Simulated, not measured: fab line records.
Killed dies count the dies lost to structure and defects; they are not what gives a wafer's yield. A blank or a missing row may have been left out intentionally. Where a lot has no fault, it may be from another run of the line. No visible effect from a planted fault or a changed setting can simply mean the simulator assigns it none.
fab line records ; flow n5_finfet ; part 1 of 2: steps 1 to 3 of 6
record: lots: 22; wafers: 66; last_day: 17
route steps=1938 shown BEOL_M4@1103 BEOL_M5@1115
lots untouched by any fault: they come from a run of this same line in which no faults occurred
start_h: hours from the record's first day to the start of the lot's first wafer shown ; wait_h: hours elapsed since this lot's preceding step ; " repeats the value in the row above ; L1.1+2: several wafers, shown together as one row ; - value missing, or start not given ; * or withheld: withheld ; < > ~ a bound
route shown NAME@n: a module of which the file shows steps, and the number in the route of the first ; usual: mean/standard deviation of fault-free wafers ; same: alike in all rows ; chamber/n: place in a boat ; sites: each site's reading ; _std_site: standard deviation of those values ; _edge_site: inner sites' mean taken away from outer sites' mean ; radius_mm: for every site, how far away it sits from the centre of the wafer ; mask NAME#n: copy n ; behind: tool/chamber where the wafer was last shaped ; hold: reason for holding the lot/hours on hold/outcome of the hold ; device: which transistor (n, p or np) failed to switch ; end of line: at the end of the route, the tests of the same wafers ; a step with no rows: only its recipe ; killed: the dies lost at the first sort to structure and to defects; this is not the yield of the wafer ; map: a wafer's dies, marking killed ones x, the rest . and places with no die _
set.NAME: the setting the step ran with; set.NAME@STEP: the setting that earlier step ran with ; model.NAME: the simulator's own value behind a step, which no gauge read
a sample of lots followed through the steps of the route, with each step as a table and each wafer as a row
services: from which hour (start_h, from the record's first day; less than 0 if before it) a tool's chamber was out of use, for how many hours, and why
== steps ==
step: N5_BEOL_M4_CMP_52
recipe: stop_on: SiOC; t_overpolish_s: 6.8; down_force_psi: 1; platen_rpm: 50; clearing_platen_down_force_psi: 1.5; clearing_platen_rpm: 50; post_cmp_clean: cu_alkaline; target_thk_nm: 40; clearing_platen_pad_velocity_m_s: 0.99484; pad_velocity_m_s: 0.99484
usual: barrier_field_endpoint_s: 24.9/0.59; clearing_platen_down_force_psi: 1.500/0.0031; head_pressure_psi: 1.0001/0.0022; motor_current_A: 6.1/0.55; overpolish_run_s: 6.801/0.0092; time_to_endpoint_s: 62.5/2.4
lot.wafer;tool;chamber;start_h;wait_h;barrier_field_endpoint_s;clearing_platen_down_force_psi;head_pressure_psi;motor_current_A;overpolish_run_s;time_to_endpoint_s
L075.4;cmp-01;3;162.62;0.1;24.5;1.500;1.0029;5.8;6.808;59.5
L075.1;cmp-01;1;162.62;0.1;24.3;1.501;0.9994;6.4;6.789;59.3
L075.5;cmp-01;0;162.62;0.1;25.2;1.501;0.9993;6.1;6.806;63.4
L074.3;cmp-02;2;170.43;0.2;25.0;1.503;1.0023;6.4;6.788;64.4
L074.1;cmp-02;0;170.43;0.2;25.3;1.496;0.9983;7.1;6.794;63.5
L074.6;cmp-02;1;170.43;0.2;25.5;1.503;1.0002;5.8;6.802;66.1
L076.2;cmp-01;1;172.94;0.2;24.9;1.496;0.9984;6.3;6.791;60.7
L076.3;cmp-01;0;172.94;0.2;25.5;1.500;1.0021;5.8;6.803;60.7
L076.6;cmp-01;1;172.94;0.2;24.9;1.499;0.9975;6.4;6.792;62.4
L077.3;cmp-04;0;179.68;0.2;25.2;1.500;0.9979;5.6;6.814;66.4
L077.4;cmp-04;1;179.68;0.2;26.0;1.499;1.0016;5.8;6.798;63.6
L077.6;cmp-04;3;179.68;0.2;24.8;1.499;1.0033;6.0;6.806;60.8
L078.3;cmp-01;2;183.50;0.2;24.7;1.498;1.0004;5.3;6.819;62.2
L078.1;cmp-01;3;183.50;0.2;24.6;1.499;1.0024;6.0;6.798;63.3
L078.5;cmp-01;1;183.50;0.2;25.4;1.498;0.9999;6.3;6.796;64.8
L079.1;cmp-02;2;194.82;0.3;25.0;1.497;1.0009;6.1;6.811;62.7
L079.6;cmp-02;2;194.82;0.3;25.5;1.494;1.0019;6.0;6.804;62.1
L079.5;cmp-02;3;194.82;0.3;25.3;1.504;0.9991;7.9;6.801;63.1
L080.4;cmp-04;0;196.25;0.4;26.2;1.498;0.9992;5.6;6.796;63.9
L080.1;cmp-04;3;196.25;0.4;25.6;1.500;1.0035;6.6;6.794;63.6
L080.6;cmp-04;0;196.25;0.4;25.3;1.494;0.9963;5.8;6.814;62.1
L081.4;cmp-04;1;211.85;0.2;25.2;1.498;0.9988;6.4;6.797;64.4
L081.5;cmp-04;3;211.85;0.2;25.1;1.494;1.0030;6.5;6.800;64.3
L081.6;cmp-04;0;211.85;0.2;25.4;1.496;0.9991;5.8;6.804;66.4
L082.3;cmp-01;3;217.23;0.2;25.8;1.501;1.0040;6.1;6.812;63.3
L082.2;cmp-01;1;217.23;0.2;24.6;1.502;1.0007;6.6;6.805;59.9
L082.6;cmp-01;2;217.23;0.2;24.6;1.501;1.0012;5.3;6.786;56.4
L084.3;cmp-04;2;232.81;0.2;25.8;1.497;1.0055;6.5;6.788;68.7
L084.1;cmp-04;0;232.81;0.2;25.1;1.503;1.0024;5.8;6.794;66.9
L084.2;cmp-04;1;232.81;0.2;25.4;1.507;1.0035;6.3;6.807;67.5
L085.3;cmp-01;3;235.70;0.2;24.3;1.501;0.9995;5.7;6.794;59.3
L085.2;cmp-01;0;235.70;0.2;23.7;1.502;1.0029;5.7;6.800;57.5
L085.4;cmp-01;1;235.70;0.2;24.6;1.492;0.9988;6.5;6.805;60.5
L086.2;cmp-04;1;236.31;0.2;24.2;1.492;1.0016;6.4;6.802;65.0
L086.3;cmp-04;3;236.31;0.2;25.1;1.500;0.9971;6.2;6.799;61.8
L086.5;cmp-04;1;236.31;0.2;25.3;1.497;0.9970;5.9;6.801;64.4
L089.3;cmp-01;0;254.04;0.2;24.4;1.501;1.0013;5.5;6.807;60.8
L089.5;cmp-01;3;254.04;0.2;25.4;1.501;0.9981;5.7;6.811;59.2
L089.6;cmp-01;0;254.04;0.2;25.5;1.502;0.9991;6.0;6.808;63.5
L088.3;cmp-02;0;257.57;0.4;25.1;1.499;0.9997;7.0;6.809;63.6
L088.4;cmp-02;1;257.57;0.4;24.9;1.494;1.0014;6.0;6.800;64.5
L088.1;cmp-02;2;257.57;0.4;25.3;1.502;1.0016;6.2;6.789;63.9
L091.2;cmp-01;0;262.08;0.3;24.8;1.493;0.9992;5.9;6.795;62.0
L091.6;cmp-01;2;262.08;0.3;24.5;1.497;1.0039;5.4;6.770;57.7
L091.5;cmp-01;3;262.08;0.3;24.3;1.494;1.0015;5.8;6.787;59.6
L092.4;cmp-01;0;269.38;0.1;25.6;1.497;0.9976;5.6;6.787;64.3
L092.1;cmp-01;1;269.38;0.1;25.5;1.502;0.9994;6.6;6.808;65.9
L092.6;cmp-01;0;269.38;0.1;25.2;1.503;1.0012;5.9;6.804;62.1
L090.2;cmp-04;0;271.42;0.3;24.7;1.497;0.9992;5.8;6.793;62.0
L090.6;cmp-04;1;271.42;0.3;25.5;1.499;1.0024;6.2;6.785;63.7
L090.5;cmp-04;2;271.42;0.3;25.7;1.499;0.9975;6.8;6.794;64.2
L093.3;cmp-01;1;291.70;0.2;23.8;1.501;0.9994;6.3;6.799;59.3
L093.4;cmp-01;3;291.70;0.2;24.3;1.496;1.0001;5.7;6.793;59.2
L093.6;cmp-01;2;291.70;0.2;23.9;1.497;1.0009;5.5;6.801;57.1
L095.4;cmp-04;2;293.89;0.2;25.5;1.499;1.0010;6.3;6.808;63.7
L095.1;cmp-04;3;293.89;0.2;24.6;1.497;0.9995;5.9;6.797;61.9
L095.2;cmp-04;0;293.89;0.2;25.1;1.504;1.0008;5.9;6.788;62.4
L094.1;cmp-04;3;294.93;0.3;23.8;1.497;0.9995;6.3;6.806;61.8
L094.2;cmp-04;0;294.93;0.3;23.7;1.503;1.0005;5.6;6.815;62.2
L094.6;cmp-04;3;294.93;0.3;24.1;1.496;0.9967;6.5;6.803;62.1
L096.2;cmp-04;2;295.51;0.2;24.2;1.495;1.0025;6.7;6.805;62.0
L096.4;cmp-04;0;295.51;0.2;25.1;1.500;0.9979;5.8;6.804;62.5
L096.5;cmp-04;2;295.51;0.2;24.9;1.496;0.9982;6.4;6.808;64.4
L097.1;cmp-04;3;297.27;0.3;24.3;1.504;1.0009;6.4;6.806;62.8
L097.2;cmp-04;0;297.27;0.3;23.8;1.503;0.9990;5.8;6.805;61.8
L097.5;cmp-04;2;297.27;0.3;24.9;1.500;0.9992;6.9;6.796;63.3
step: N5_BEOL_M5_PECVD_70
recipe: material: SiO2; target_thk_a: 160; temp_c: 400; precursor: TEOS/O2; pressure_torr: 5.5; rf_w: 450; teos_flow_sccm: 53.8; gas: O2; flow_sccm: 3000; time_s: 18
usual: heater_power_w: 784/69; showerhead_plenum_p_Torr: 8.81/0.054; throttle_valve_pct: 22.2/0.67
lot.wafer;tool;chamber;start_h;wait_h;heater_power_w;showerhead_plenum_p_Torr;throttle_valve_pct
L075.1;pecvd-02;2;164.81;0.0;874;8.83;22.7
L075.4;pecvd-02;0;164.81;0.0;842;8.83;21.6
L075.5;pecvd-02;2;164.81;0.0;873;8.84;23.0
L074.1;pecvd-02;0;172.58;0.0;749;8.84;21.8
L074.3;pecvd-02;1;172.58;0.0;772;8.72;22.0
L074.6;pecvd-02;0;172.58;0.0;780;8.85;22.0
L076.2;pecvd-03;1;175.12;0.0;664;8.80;22.4
L076.3;pecvd-03;2;175.12;0.0;678;8.86;22.1
L076.6;pecvd-03;2;175.12;0.0;691;8.86;22.1
L077.3;pecvd-02;2;181.88;0.0;848;8.86;22.9
L077.4;pecvd-02;0;181.88;0.0;835;8.86;22.0
L077.6;pecvd-02;2;181.88;0.0;858;8.85;22.8
L078.1;pecvd-02;2;185.62;0.0;887;8.84;22.7
L078.3;pecvd-02;1;185.62;0.0;810;8.74;22.0
L078.5;pecvd-02;2;185.62;0.0;901;8.84;23.0
L079.1;pecvd-03;1;197.06;0.0;658;8.82;22.1
L079.5;pecvd-03;2;197.06;0.0;810;8.88;21.9
L079.6;pecvd-03;0;197.06;0.0;635;8.68;23.2
L080.1;pecvd-02;0;198.59;0.0;728;8.85;21.9
L080.4;pecvd-02;2;198.59;0.0;844;8.82;22.8
L080.6;pecvd-02;1;198.59;0.0;790;8.75;21.9
L081.4;pecvd-02;0;214.04;0.1;867;8.86;21.6
L081.5;pecvd-02;2;214.04;0.1;871;8.85;22.9
L081.6;pecvd-02;1;214.04;0.1;711;8.73;21.8
L082.2;pecvd-02;0;219.38;0.0;773;8.83;21.7
L082.3;pecvd-02;1;219.38;0.0;739;8.72;22.1
L082.6;pecvd-02;2;219.38;0.0;902;8.86;22.9
L084.1;pecvd-02;0;235.10;0.0;801;8.84;22.1
L084.2;pecvd-02;1;235.10;0.0;770;8.74;21.8
L084.3;pecvd-02;2;235.10;0.0;897;8.83;23.0
L085.2;pecvd-01;2;237.98;0.0;750;8.78;20.5
L085.3;pecvd-01;1;237.98;0.0;734;8.76;22.4
L085.4;pecvd-01;2;237.98;0.0;764;8.78;20.7
L086.2;pecvd-01;0;238.50;0.0;806;8.78;22.1
L086.3;pecvd-01;2;238.50;0.0;810;8.78;20.9
L086.5;pecvd-01;0;238.50;0.0;817;8.78;22.4
L089.3;pecvd-02;2;256.18;0.0;874;8.83;22.9
L089.5;pecvd-02;2;256.18;0.0;881;8.85;23.2
L089.6;pecvd-02;1;256.18;0.0;666;8.73;21.7
L088.1;pecvd-01;2;260.39;0.0;825;8.76;20.7
L088.3;pecvd-01;1;260.39;0.0;771;8.74;22.4
L088.4;pecvd-01;2;260.39;0.0;835;8.78;20.7
L091.2;pecvd-02;0;266.15;0.1;808;8.82;21.9
L091.5;pecvd-02;0;266.15;0.1;822;8.84;21.9
L091.6;pecvd-02;1;266.15;0.1;701;8.74;21.9
L092.1;pecvd-03;0;271.56;0.0;589;8.70;23.2
L092.4;pecvd-03;2;271.56;0.0;816;8.89;22.2
L092.6;pecvd-03;0;271.56;0.0;599;8.72;23.2
L090.2;pecvd-02;1;273.49;0.0;724;8.75;21.9
L090.5;pecvd-02;0;273.49;0.0;832;8.85;21.7
L090.6;pecvd-02;1;273.49;0.0;743;8.73;21.9
L093.3;pecvd-02;1;293.93;0.0;719;8.73;21.6
L093.4;pecvd-02;2;293.93;0.0;880;8.88;23.4
L093.6;pecvd-02;0;293.93;0.0;792;8.86;21.6
L095.1;pecvd-03;2;296.09;0.0;734;8.88;22.0
L095.2;pecvd-03;0;296.09;0.0;646;8.72;23.1
L095.4;pecvd-03;2;296.09;0.0;743;8.88;22.1
L094.1;pecvd-02;2;297.12;0.0;842;8.82;23.0
L094.2;pecvd-02;1;297.12;0.0;778;8.73;21.9
L094.6;pecvd-02;1;297.12;0.0;790;8.74;21.8
L096.2;pecvd-02;0;297.84;0.0;760;8.89;21.4
L096.4;pecvd-02;0;297.84;0.0;776;8.84;21.8
L096.5;pecvd-02;1;297.84;0.0;785;8.75;21.6
L097.1;pecvd-02;2;299.41;0.0;778;8.85;23.6
L097.2;pecvd-02;1;299.41;0.0;681;8.74;21.7
L097.5;pecvd-02;1;299.41;0.0;693;8.74;21.8
step: N5_BEOL_M5_DESCUM_16
recipe: chemistry: O2; time_s: 7; source_power_w: 50; bias_power_w: 20; pressure_mtorr: 20; rf_frequency_hz: 2.712e+07; temp_c: 40; resist: CAR-EUV; o2_flow_sccm: 225
usual: drypump_motor_current_A: 5.8/0.4; oes_product_au: 0.79/0.069; rf_vpp_V: 243.2/1.2; showerhead_plenum_p_Torr: 2.10/0.051; throttle_valve_pct: 20.39/0.28
lot.wafer;tool;chamber;start_h;wait_h;drypump_motor_current_A;oes_product_au;rf_hours_counter_h;rf_vpp_V;showerhead_plenum_p_Torr;throttle_valve_pct
L075.1;rie_diel-05;3;167.17;0.0;5.4;0.74;169;243.4;2.09;20.92
L075.4;rie_diel-05;0;167.17;0.0;5.7;0.70;224;244.4;2.08;20.83
L075.5;rie_diel-05;3;167.17;0.0;5.4;0.75;-;242.6;2.09;20.92
L074.1;rie_diel-03;3;174.18;0.0;6.2;0.91;34;244.2;2.14;20.32
L074.3;rie_diel-03;2;174.18;0.0;5.4;0.74;144;243.0;2.09;20.31
L074.6;rie_diel-03;2;174.18;0.0;5.4;0.75;-;243.3;2.09;20.34
L076.2;rie_diel-05;2;176.91;0.0;5.0;0.91;24;242.9;2.14;19.84
L076.3;rie_diel-05;3;176.91;0.0;5.4;0.74;173;242.3;2.08;20.92
L076.6;rie_diel-05;3;176.91;0.0;5.4;0.74;-;242.2;2.08;20.95
L077.3;rie_diel-05;0;184.42;0.1;5.7;0.69;229;242.8;2.08;20.85
L077.4;rie_diel-05;1;184.42;0.1;6.3;0.80;98;243.2;2.11;20.77
L077.6;rie_diel-05;2;184.42;0.1;5.0;0.90;-;244.5;2.14;19.85
L078.1;rie_diel-01;2;187.91;0.0;5.7;0.84;58;242.0;2.04;20.12
L078.3;rie_diel-01;1;187.91;0.0;5.7;0.85;79;243.2;2.13;20.40
L078.5;rie_diel-01;0;187.91;0.0;5.6;0.76;-;243.6;2.10;20.43
L079.1;rie_diel-05;2;199.35;0.0;5.0;0.89;31;243.9;2.14;19.86
L079.5;rie_diel-05;0;199.35;0.0;5.7;0.69;-;243.4;2.07;20.84
L079.6;rie_diel-05;1;199.35;0.0;6.2;0.79;-;243.1;2.11;20.77
L080.1;rie_diel-03;1;199.79;0.0;6.1;0.74;159;244.8;2.18;20.42
L080.4;rie_diel-03;3;199.79;0.0;6.3;0.89;41;243.9;2.14;20.30
L080.6;rie_diel-03;2;199.79;0.0;5.5;0.74;-;244.0;2.09;20.35
L081.4;rie_diel-03;2;215.49;0.2;5.5;0.73;156;244.3;2.09;20.37
L081.5;rie_diel-03;0;215.49;0.2;6.2;0.78;-;243.4;2.01;20.15
L081.6;rie_diel-03;1;215.49;0.2;6.2;0.74;-;243.7;2.18;20.41
L082.2;rie_diel-03;3;220.10;0.0;6.2;0.87;47;246.0;2.14;20.31
L082.3;rie_diel-03;1;220.10;0.0;6.2;0.74;164;243.5;2.18;20.43
L082.6;rie_diel-03;2;220.10;0.0;5.5;0.73;-;243.6;2.09;20.38
L084.1;rie_diel-03;0;238.56;0.0;6.2;0.77;139;239.9;2.01;20.15
L084.2;rie_diel-03;3;238.56;0.0;6.2;0.88;52;245.8;2.14;20.32
L084.3;rie_diel-03;2;238.56;0.0;5.5;0.74;162;242.9;2.09;20.37
L085.2;rie_diel-01;0;239.40;0.1;5.6;0.75;154;244.3;2.10;20.45
L085.3;rie_diel-01;1;239.40;0.1;5.7;0.83;95;243.0;2.12;20.42
L085.4;rie_diel-01;3;239.40;0.1;5.1;0.96;14;245.3;2.13;20.08
L086.2;rie_diel-01;1;240.35;0.4;5.8;0.83;96;242.7;2.12;20.43
L086.3;rie_diel-01;3;240.35;0.4;5.1;0.95;15;242.4;2.13;20.09
L086.5;rie_diel-01;1;240.35;0.4;5.8;0.83;-;243.6;2.12;20.44
L089.3;rie_diel-03;1;257.95;0.4;6.1;0.73;175;243.7;2.18;20.43
L089.5;rie_diel-03;0;257.95;0.4;6.2;0.77;-;242.7;2.01;20.16
L089.6;rie_diel-03;3;257.95;0.4;6.2;0.88;-;243.8;2.13;20.34
L088.1;rie_diel-05;3;261.54;0.4;5.5;0.72;195;242.2;2.08;20.96
L088.3;rie_diel-05;2;261.54;0.4;5.0;0.86;47;243.0;2.13;19.88
L088.4;rie_diel-05;1;261.54;0.4;6.2;0.77;-;243.5;2.11;20.79
L091.2;rie_diel-01;1;267.44;0.0;5.7;0.82;104;243.5;2.12;20.44
L091.5;rie_diel-01;0;267.44;0.0;5.6;0.74;-;242.4;2.09;20.48
L091.6;rie_diel-01;3;267.44;0.0;5.1;0.93;-;243.2;2.13;20.10
L092.1;rie_diel-03;3;272.42;0.1;6.3;0.85;66;242.5;2.13;20.35
L092.4;rie_diel-03;1;272.42;0.1;6.1;0.72;-;244.8;2.18;20.45
L092.6;rie_diel-03;3;272.42;0.1;6.2;0.86;-;243.2;2.13;20.35
L090.2;rie_diel-01;1;276.30;0.7;5.7;0.81;105;244.7;2.12;20.44
L090.5;rie_diel-01;0;276.30;0.7;5.6;0.74;-;244.8;2.09;20.48
L090.6;rie_diel-01;1;276.30;0.7;5.7;0.81;-;244.8;2.12;20.44
L093.3;rie_diel-03;0;295.74;0.7;6.2;0.75;165;242.4;2.00;20.18
L093.4;rie_diel-03;3;295.74;0.7;6.2;0.84;78;242.5;2.13;20.38
L093.6;rie_diel-03;0;295.74;0.7;6.1;0.75;-;242.5;2.00;20.19
L095.1;rie_diel-03;0;296.95;0.3;6.2;0.74;166;241.8;2.00;20.20
L095.2;rie_diel-03;3;296.95;0.3;6.2;0.84;78;243.3;2.13;20.37
L095.4;rie_diel-03;1;296.95;0.3;6.2;0.70;196;243.9;2.17;20.46
L094.1;rie_diel-03;1;298.92;1.2;6.2;0.71;197;242.4;2.17;20.47
L094.2;rie_diel-03;2;298.92;1.2;5.5;0.72;174;242.4;2.08;20.40
L094.6;rie_diel-03;1;298.92;1.2;6.1;0.71;-;244.0;2.17;20.47
L096.2;rie_diel-01;0;300.53;1.1;5.6;0.73;179;244.3;2.09;20.49
L096.4;rie_diel-01;3;300.53;1.1;5.1;0.90;39;243.8;2.12;20.13
L096.5;rie_diel-01;3;300.53;1.1;5.1;0.90;-;244.1;2.12;20.12
L097.1;rie_diel-01;1;301.04;0.8;5.7;0.80;116;245.0;2.11;20.46
L097.2;rie_diel-01;3;301.04;0.8;5.1;0.90;40;243.9;2.12;20.12
L097.5;rie_diel-01;0;301.04;0.8;5.6;0.73;-;244.4;2.09;20.50
